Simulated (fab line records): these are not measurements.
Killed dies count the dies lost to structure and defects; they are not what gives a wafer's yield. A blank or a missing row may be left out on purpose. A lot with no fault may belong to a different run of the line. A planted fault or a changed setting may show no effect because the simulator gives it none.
Struck lot and sound lot, side by side / flow nand harc / 14 out of 1302 route steps
Sound: these wafers, L509.1, L509.4, L509.5. Wafers struck: L526.1, L526.4, L526.6. The cause is given at the end.
Each step with rows lists, per side, the tool, then ch with its chambers, then its first start. Under that, the readings that differ: sound wafers / struck wafers / difference of the means / sigmas: that difference in standard deviations of wafers without a fault.
alike: a reading whose means differ by less than 2 such deviations, as well as words and numbers matching on both sides. not compared: withheld readings; readings where some wafer has no value; bounds like >300 that might hide an equal value; numbers whose values overlap and for which the record gives no deviation.
The two part at a step that has a row with sigmas, a row that says differs or no value, or rows on one side only. Numbers that don't overlap but have no deviation are shown without sigmas and don't part them. A reading that every wafer of one side lacks parts them only if that side has two wafers or more.

first, 1 step without rows for these wafers: NHARC_A_CONTACT_ETCH_77 (etches the open film in CF4/CHF3, target depth 108.9 nm, time 54.5 s).
NHARC_A_CONTACT_ETCH_78: etches the open film in O2/COS, target depth 5300 nm, time 1378 s.
  sound: rie diel-08 ch 0,1,2; struck: rie diel-01 ch 2,3
  alike: chamber pressure mTorr, drypump motor current A, o2 flow sccm, oes product au, rf vpp V, showerhead plenum p Torr, throttle valve pct
  not compared: rf hours counter h
then, 1 step without rows for these wafers: NHARC_A_CONTACT_ETCH_124 (etches the open film in C4F8/O2/Ar, time 140 s, target depth 700 nm).
NHARC_A_CONTACT_ETCH_125: etches the open film in C4F8/O2/Ar, time 197 s, target depth 1918 nm.
  sound on har cap etch-02 ch 0,1, day 23 15:31; struck on har cap etch-01 ch 0,1, day 30 13:50
  alike: chamber pressure mTorr
  not compared: rf hours counter h
NHARC_A_CONTACT_ETCH_126: etches the open film in C4F8/O2/Ar, time 197 s, target depth 1918 nm.
  sound on har cap etch-02 ch 0,1, day 23 15:42; struck on har cap etch-01 ch 0,1, day 30 14:01
  alike: chamber pressure mTorr
  not compared: rf hours counter h
then, 3 steps without rows for these wafers: NHARC_A_CONTACT_ETCH_127 (etches the open film in C4F8/O2/Ar, time 197 s, target depth 1918 nm); NHARC_A_CONTACT_ETCH_128 (etches the open film in C4F8/O2/Ar, time 197 s, target depth 1918 nm); NHARC_A_CONTACT_ETCH_129 (etches the open film in C4F8/O2/Ar, time 197 s, target depth 1918 nm).
NHARC_A_CONTACT_ETCH_130: etches the open film in C4F8/O2/Ar, time 197 s, target depth 1918 nm.
  sound on har cap etch-02 ch 0,1, day 23 16:24; struck on har cap etch-01 ch 0,1, day 30 14:43
  alike: chamber pressure mTorr
  not compared: rf hours counter h
then, 3 steps without rows for these wafers: NHARC_A_CONTACT_ETCH_131 (etches the open film in C4F8/O2/Ar, time 197 s, target depth 1918 nm); NHARC_A_CONTACT_ETCH_132 (etches the open film in C4F8/O2/Ar, time 197 s, target depth 1924 nm); NHARC_A_CONTACT_ETCH_133 (etches the open film in C4F8/O2/Ar, time 374 s, target depth 1610 nm).
NHARC_A_CONTACT_ETCH_91: etches the open film in CH3F/O2, target depth 40 nm, time 85.7 s.
  sound on rie diel-04 ch 1,3, day 23 17:41; struck on rie diel-08 ch 0,3, day 30 16:04
reading=oes product au (a.u.); sound=1.00 1.00 1.00; struck=0.76 0.77 0.76; difference=-0.24; sigmas=-7
  alike: ch3f flow sccm, chamber pressure mTorr, drypump motor current A, o2 flow sccm, rf vpp V, showerhead plenum p Torr, throttle valve pct
  not compared: rf hours counter h
NHARC_A_CONTACT_ETCH_97: etches the open film in C4F6/O2, target depth 20 nm, time 10 s.
  sound on rie diel-04 ch 0,1,2; struck on rie diel-08 ch 0,2, day 30 16:12
reading=oes product au (a.u.); sound=1.001 1.005 1.007; struck=0.962 0.956 0.928; difference=-0.056; sigmas=-2
  alike: chamber pressure mTorr, drypump motor current A, o2 flow sccm, rf vpp V, showerhead plenum p Torr, throttle valve pct
  not compared: rf hours counter h

## WHERE THEY PART
Last at NHARC_A_CONTACT_ETCH_97 as far as this record goes, first at NHARC_A_CONTACT_ETCH_91.

WHY: what the simulator had put in
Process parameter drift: rie diel-08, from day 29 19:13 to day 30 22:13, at NHARC_A_CONTACT_ETCH_91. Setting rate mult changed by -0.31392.
